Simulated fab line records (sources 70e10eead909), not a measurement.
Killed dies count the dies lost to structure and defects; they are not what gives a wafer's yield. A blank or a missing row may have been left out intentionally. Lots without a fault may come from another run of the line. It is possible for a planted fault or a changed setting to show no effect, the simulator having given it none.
One fault through the eyes of 2 desks ; flow nand harc ; numbers are kept per desk, each desk with only its own; the story behind them comes last

== AT THE METROLOGY DESK ==
What the gauges read, lot by lot, whatever tool the lot ran on: means of the sampled wafers that have a number. Marked OUT: a lot whose mean sits more than 4 standard deviations from the usual mean, which makes it out of limits; the brackets give that distance.
Columns: A = cd nm at NHARC_P_STI_CD_MEAS_16, usual 200 nm
lot;first seen here;A
L490;day 2 14:11;203
L489;day 2 14:13;197
L491;day 3 02:43;203
L492;day 3 02:46;199
L493;day 3 11:46;199
L497;day 4 13:29;201
L501;day 5 08:26;197
L502;day 5 17:47;197
L508;day 7 06:09;197
L510;day 7 14:19;198
L512;day 8 02:01;203
L511;day 8 02:02;195
This desk's finding: nothing out of limits on any of the 12 lots.

== THE TOOL OWNER'S DESK: rie diel-03 ==
The tool's own readings at NHARC_P_GATE_ETCH_114 (etches the open film in CF4/O2, target depth 30 nm, overetch 3 nm, time 16.5 s): means of the sampled wafers that have a number, for each lot that ran on this tool. Marked OUT: a lot whose mean sits more than 4 standard deviations from the usual mean, which makes it out of limits; the brackets give that distance.
Columns: A = drypump motor current A at NHARC_P_GATE_ETCH_114, usual 5.6 A; B = oes product au at NHARC_P_GATE_ETCH_114, usual 1.002 a.u.; C = rf vpp V at NHARC_P_GATE_ETCH_114, usual 197.5 V; D = showerhead plenum p Torr at NHARC_P_GATE_ETCH_114, usual 1.32 Torr; E = throttle valve pct at NHARC_P_GATE_ETCH_114, usual 13.397 %
lot;first seen here;A;B;C;D;E
L490;day 4 15:00;5.4;0.990;197.8;1.32;13.399
L492;day 5 06:00;5.9;1.009;196.5;1.27;13.396
L491;day 5 07:00;5.9;1.022;197.3;1.29;13.400
L501;day 8 01:07;5.2;0.919 (-5.2) OUT;197.6;1.34;13.395
L502;day 8 02:00;5.6;0.922 (-5.0) OUT;197.8;1.32;13.405
Finding of this desk: L501, L502 out of limits; the first was L501 at day 8 01:07, on oes product au at NHARC_P_GATE_ETCH_114. L490, L492, L491: within limits.

== BROUGHT TOGETHER ==
The tool owner's desk had the chance to raise an alarm at day 8 01:07 on L501, L502.
The metrology desk saw nothing out of limits.
The metrology desk holds a record of L501, L502, inside its limits.
The lots listed all ran NHARC_P_GATE_ETCH_114 on rie diel-03.

== WHAT THE SIMULATOR HAD INSERTED ==
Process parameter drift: rie diel-03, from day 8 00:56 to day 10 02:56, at NHARC_P_GATE_ETCH_114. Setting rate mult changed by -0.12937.
Lots struck among those shown: L501, L502.
Hours from the fault's start to each desk's first reading out of limits: the tool owner's desk, 0.
